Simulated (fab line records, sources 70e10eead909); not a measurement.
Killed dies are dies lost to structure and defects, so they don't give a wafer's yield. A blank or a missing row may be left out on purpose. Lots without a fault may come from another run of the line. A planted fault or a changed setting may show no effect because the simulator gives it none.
Which tool did it? | flow nand_harc | 12 lots, 36 wafers sampled, at 5 steps of a route of 1302

WHAT THE GAUGES READ, wafer by wafer
NHARC_THIN_TSV_THK_MEAS_02: measures by ir. Usual: thk_nm 3033 nm, standard deviation 200.
lot  | measured     | on            | thk_nm (nm)    | flag
L146 | day 23 06:07 | film_metro-02 | 3066 3017 3285 |
L147 | day 23 23:54 | film_metro-02 | 3035 3244 3325 |
L148 | day 24 05:52 | film_metro-02 | 2858 2828 2816 |
L149 | day 25 06:40 | film_metro-02 | 2826 2917 2803 |
L151 | day 26 07:24 | film_metro-01 | 3436 3267 3135 |
L153 | day 26 12:17 | film_metro-01 | 2903 2783 3035 |
L156 | day 27 15:41 | film_metro-02 | 2874 2609 2918 |
L155 | day 27 20:45 | film_metro-02 | 3030 3336 3404 |
L167 | day 32 10:50 | film_metro-02 | 3414 3185 2935 |
L169 | day 33 05:29 | film_metro-01 | 2933 2816 3243 |

NHARC_END_WLT_00. Usual: VT_DECK1_BOTTOM 0.873, standard deviation 0.0088; VT_DECK1_BOTTOM_INNER 0.873, standard deviation 0.0087; VT_DECK1_MEDIAN_NEAR_BOTTOM 0.874, standard deviation 0.0085; VT_DECK1_MEDIAN_NEAR_BOTTOM_INNER 0.875, standard deviation 0.0089; VT_DECK1_MIDDLE 0.886, standard deviation 0.0075; VT_DECK1_MIDDLE_INNER 0.885, standard deviation 0.0077; VT_DECK1_TOP 0.897, standard deviation 0.0083; VT_DECK1_TOP_INNER 0.897, standard deviation 0.0078; VT_DECK2_BOTTOM 0.870, standard deviation 0.009; VT_DECK2_BOTTOM_INNER 0.870, standard deviation 0.0096; VT_DECK2_MEDIAN_NEAR_BOTTOM 0.871, standard deviation 0.0094; VT_DECK2_MEDIAN_NEAR_BOTTOM_INNER 0.871, standard deviation 0.0096; VT_DECK2_MIDDLE 0.883, standard deviation 0.0081; VT_DECK2_MIDDLE_INNER 0.884, standard deviation 0.0089; VT_DECK2_TOP 0.895, standard deviation 0.0089; VT_DECK2_TOP_INNER 0.895, standard deviation 0.0089.
lot  | measured     | on        | VT_DECK1_BOTTOM   | VT_DECK1_BOTTOM_INNER | VT_DECK1_MEDIAN_NEAR_BOTTOM | VT_DECK1_MEDIAN_NEAR_BOTTOM_INNER | VT_DECK1_MIDDLE   | VT_DECK1_MIDDLE_INNER | VT_DECK1_TOP      | VT_DECK1_TOP_INNER | VT_DECK2_BOTTOM   | VT_DECK2_BOTTOM_INNER | VT_DECK2_MEDIAN_NEAR_BOTTOM | VT_DECK2_MEDIAN_NEAR_BOTTOM_INNER | VT_DECK2_MIDDLE   | VT_DECK2_MIDDLE_INNER | VT_DECK2_TOP      | VT_DECK2_TOP_INNER | flag
L146 | day 23 18:12 | prober-02 | 0.882 0.865 0.882 | 0.868 0.874 0.871     | 0.870 0.877 0.876           | 0.881 0.876 0.879                 | 0.892 0.883 0.887 | 0.891 0.892 0.883     | 0.895 0.893 0.899 | 0.889 0.899 0.895  | 0.868 0.880 0.875 | 0.868 0.879 0.875     | 0.861 0.877 0.882           | 0.870 0.877 0.871                 | 0.883 0.894 0.885 | 0.886 0.898 0.890     | 0.898 0.895 0.899 | 0.891 0.890 0.894  |
L147 | day 24 15:29 | prober-01 | 0.887 0.883 0.881 | 0.884 0.883 0.879     | 0.888 0.884 0.880           | 0.885 0.886 0.874                 | 0.887 0.896 0.887 | 0.887 0.895 0.891     | 0.886 0.902 0.902 | 0.888 0.901 0.902  | 0.866 0.862 0.851 | 0.862 0.868 0.860     | 0.865 0.864 0.858           | 0.874 0.872 0.857                 | 0.883 0.884 0.875 | 0.883 0.870 0.882     | 0.887 0.905 0.897 | 0.899 0.891 0.901  |
L148 | day 24 21:43 | prober-02 | 0.872 0.864 0.870 | 0.866 0.863 0.876     | 0.876 0.870 0.884           | 0.875 0.870 0.884                 | 0.888 0.884 0.884 | 0.884 0.885 0.889     | 0.892 0.899 0.904 | 0.903 0.902 0.886  | 0.864 0.856 0.859 | 0.872 0.856 0.856     | 0.865 0.859 0.864           | 0.863 0.859 0.866                 | 0.876 0.869 0.878 | 0.870 0.863 0.863     | 0.873 0.874 0.869 | 0.873 0.877 0.875  |
L149 | day 25 19:43 | prober-02 | 0.868 0.881 0.873 | 0.871 0.881 0.869     | 0.879 0.880 0.869           | 0.876 0.887 0.866                 | 0.883 0.891 0.880 | 0.886 0.889 0.881     | 0.901 0.892 0.903 | 0.892 0.899 0.897  | 0.856 0.865 0.862 | 0.862 0.868 0.865     | 0.861 0.875 0.868           | 0.861 0.869 0.869                 | 0.871 0.880 0.872 | 0.867 0.878 0.872     | 0.883 0.891 0.885 | 0.887 0.881 0.886  |
L151 | day 26 22:24 | prober-02 | 0.862 0.875 0.861 | 0.867 0.873 0.863     | 0.867 0.879 0.868           | 0.870 0.870 0.862                 | 0.882 0.887 0.879 | 0.875 0.883 0.872     | 0.882 0.879 0.893 | 0.894 0.896 0.894  | 0.864 0.869 0.862 | 0.861 0.865 0.853     | 0.869 0.880 0.851           | 0.866 0.866 0.860                 | 0.886 0.889 0.883 | 0.881 0.881 0.874     | 0.887 0.901 0.895 | 0.885 0.888 0.896  |
L153 | day 27 02:09 | prober-01 | 0.863 0.880 0.863 | 0.863 0.880 0.857     | 0.863 0.875 0.863           | 0.865 0.879 0.870                 | 0.880 0.887 0.882 | 0.878 0.879 0.871     | 0.893 0.901 0.887 | 0.893 0.893 0.892  | 0.868 0.877 0.877 | 0.871 0.884 0.882     | 0.877 0.878 0.885           | 0.876 0.885 0.872                 | 0.886 0.883 0.890 | 0.883 0.890 0.891     | 0.894 0.897 0.898 | 0.902 0.902 0.895  |
L156 | day 28 04:37 | prober-01 | 0.874 0.874 0.878 | 0.875 0.874 0.875     | 0.867 0.864 0.877           | 0.869 0.869 0.880                 | 0.879 0.884 0.891 | 0.881 0.878 0.889     | 0.904 0.901 0.899 | 0.896 0.897 0.891  | 0.860 0.865 0.848 | 0.869 0.877 0.856     | 0.868 0.863 0.856           | 0.872 0.862 0.860                 | 0.883 0.875 0.872 | 0.870 0.886 0.872     | 0.891 0.891 0.889 | 0.893 0.885 0.887  |
L155 | day 28 09:44 | prober-02 | 0.882 0.883 0.866 | 0.880 0.877 0.871     | 0.881 0.883 0.867           | 0.887 0.883 0.874                 | 0.893 0.894 0.889 | 0.891 0.886 0.878     | 0.896 0.900 0.896 | 0.894 0.901 0.899  | 0.863 0.858 0.861 | 0.868 0.856 0.860     | 0.862 0.867 0.867           | 0.869 0.866 0.857                 | 0.883 0.877 0.885 | 0.877 0.884 0.877     | 0.892 0.886 0.890 | 0.901 0.892 0.905  |
L167 | day 33 02:23 | prober-02 | 0.874 0.873 0.862 | 0.867 0.872 0.855     | 0.861 0.876 0.868           | 0.864 0.874 0.854                 | 0.883 0.879 0.870 | 0.874 0.878 0.876     | 0.892 0.894 0.886 | 0.885 0.892 0.891  | 0.881 0.874 0.868 | 0.882 0.880 0.870     | 0.874 0.868 0.868           | 0.868 0.871 0.870                 | 0.886 0.885 0.883 | 0.892 0.887 0.889     | 0.904 0.909 0.901 | 0.908 0.902 0.901  |
L169 | day 33 18:39 | prober-01 | 0.869 0.868 0.881 | 0.866 0.860 0.870     | 0.863 0.866 0.877           | 0.867 0.869 0.874                 | 0.875 0.877 0.890 | 0.877 0.887 0.878     | 0.895 0.886 0.898 | 0.893 0.898 0.889  | 0.872 0.870 0.862 | 0.876 0.863 0.870     | 0.866 0.881 0.867           | 0.871 0.881 0.858                 | 0.866 0.889 0.874 | 0.884 0.879 0.874     | 0.892 0.887 0.886 | 0.883 0.889 0.885  |

NHARC_END_SORT_01. Usual: killed_at_array 52, standard deviation 17; killed_at_other 1.2, standard deviation 1.4; killed_at_periphery 4.7, standard deviation 2.9; killed_dies 58, standard deviation 17; killed_open 3.2, standard deviation 1.9; killed_short 2.4, standard deviation 1.4.
lot  | measured     | on        | killed_at_array | killed_at_other | killed_at_periphery | killed_dies | killed_open | killed_short | flag
L160 | day 30 01:56 | prober-02 | 675 669 673     | 0 1 0           | 2 7 4               | 677 677 677 | 3 7 4       | 3 2 5        | OFF
L163 | day 30 19:19 | prober-02 | 668 672 672     | 3 1 1           | 6 4 4               | 677 677 677 | 3 4 5       | 2 2 1        | OFF

WHICH TOOL RAN EACH LOT (tool, then ch and the chambers of the sampled wafers, then the start)
lot  | NHARC_A_SLIT_DEP_00           | NHARC_THIN_TSV_DEGAS_53
L146 | acl_dep-03 ch 0, day 19 05:46 | pvd_sputter-03, day 23 12:02
L147 | acl_dep-03 ch 0, day 19 17:43 | pvd_sputter-01, day 24 05:46
L148 | acl_dep-03 ch 0, day 20 05:34 | pvd_sputter-02, day 24 11:40
L149 | acl_dep-02 ch 0, day 21 06:56 | pvd_sputter-02, day 25 12:30
L151 | acl_dep-02 ch 0, day 22 04:07 | pvd_sputter-01, day 26 13:23
L153 | acl_dep-03 ch 0, day 22 15:09 | pvd_sputter-02, day 26 17:59
L156 | acl_dep-03 ch 0, day 23 11:37 | pvd_sputter-02, day 27 21:25
L155 | acl_dep-03 ch 0, day 23 15:57 | pvd_sputter-03, day 28 02:34
L160 | acl_dep-03 ch 0, day 25 04:31 | -
L163 | acl_dep-03 ch 0, day 25 20:11 | -
L167 | acl_dep-02 ch 0, day 28 07:54 | pvd_sputter-01, day 32 17:13
L169 | acl_dep-01 ch 0, day 28 23:13 | pvd_sputter-02, day 33 11:29
- NHARC_A_SLIT_DEP_00: deposits aC, target thk 6200 nm.
- NHARC_THIN_TSV_DEGAS_53: time 60 s.

WHAT THE TOOLS THEMSELVES READ (means of the sampled wafers that have a number; where no wafer has one, the mark that the record gives instead)
NHARC_A_SLIT_DEP_00. Usual: throttle_valve_pct 35.000 %, standard deviation 0.0085.
lot  | tool       | throttle_valve_pct (%) | flag
L146 | acl_dep-03 | 35.006                 |
L147 | acl_dep-03 | 35.003                 |
L148 | acl_dep-03 | 34.995                 |
L149 | acl_dep-02 | 34.999                 |
L151 | acl_dep-02 | 35.017                 |
L153 | acl_dep-03 | 35.005                 |
L156 | acl_dep-03 | 35.006                 |
L155 | acl_dep-03 | 34.997                 |
L160 | acl_dep-03 | 34.999                 |
L163 | acl_dep-03 | 35.004                 |
L167 | acl_dep-02 | 35.003                 |
L169 | acl_dep-01 | 34.996                 |

NHARC_THIN_TSV_DEGAS_53. Usual: heater_power_w 465 W, standard deviation 32.
lot  | tool           | heater_power_w (W) | flag
L146 | pvd_sputter-03 | 469                |
L147 | pvd_sputter-01 | 472                |
L148 | pvd_sputter-02 | 452                |
L149 | pvd_sputter-02 | 454                |
L151 | pvd_sputter-01 | 451                |
L153 | pvd_sputter-02 | 477                |
L156 | pvd_sputter-02 | 476                |
L155 | pvd_sputter-03 | 503                |
L167 | pvd_sputter-01 | 451                |
L169 | pvd_sputter-02 | 463                |

THE ANSWER, worked out from the rows above alone
Rule: a lot is off if the mean of its wafers that have a number lies more than 3 standard deviations from the usual mean. A lot without any number at a reading at which 4 lots or more have one is off too. The other lots that the step has rows for count as sound. The gauges are gone through in route order, then the tools' own readings, and for those a lot's mean is taken as printed above. The first step at which some lot is off is used, and at that step the reading that is off furthest; a lot without a number counts as furthest.
Off: L160, L163, at NHARC_END_SORT_01 (killed_at_array). Neither off nor sound, because the step has no rows for them: L146, L147, L148, L149, L151, L153, L156, L155, L167, L169.
A tool fits if, at a process step before that reading, it ran every lot that is off, and no sound lot after the first of them. The gauges at NHARC_END_SORT_01 are tried like those tools. Can't be told from this: 2 tools fit, acl_dep-03 at NHARC_A_SLIT_DEP_00, prober-02 at NHARC_END_SORT_01.

WHAT THE SIMULATOR HAD PUT IN
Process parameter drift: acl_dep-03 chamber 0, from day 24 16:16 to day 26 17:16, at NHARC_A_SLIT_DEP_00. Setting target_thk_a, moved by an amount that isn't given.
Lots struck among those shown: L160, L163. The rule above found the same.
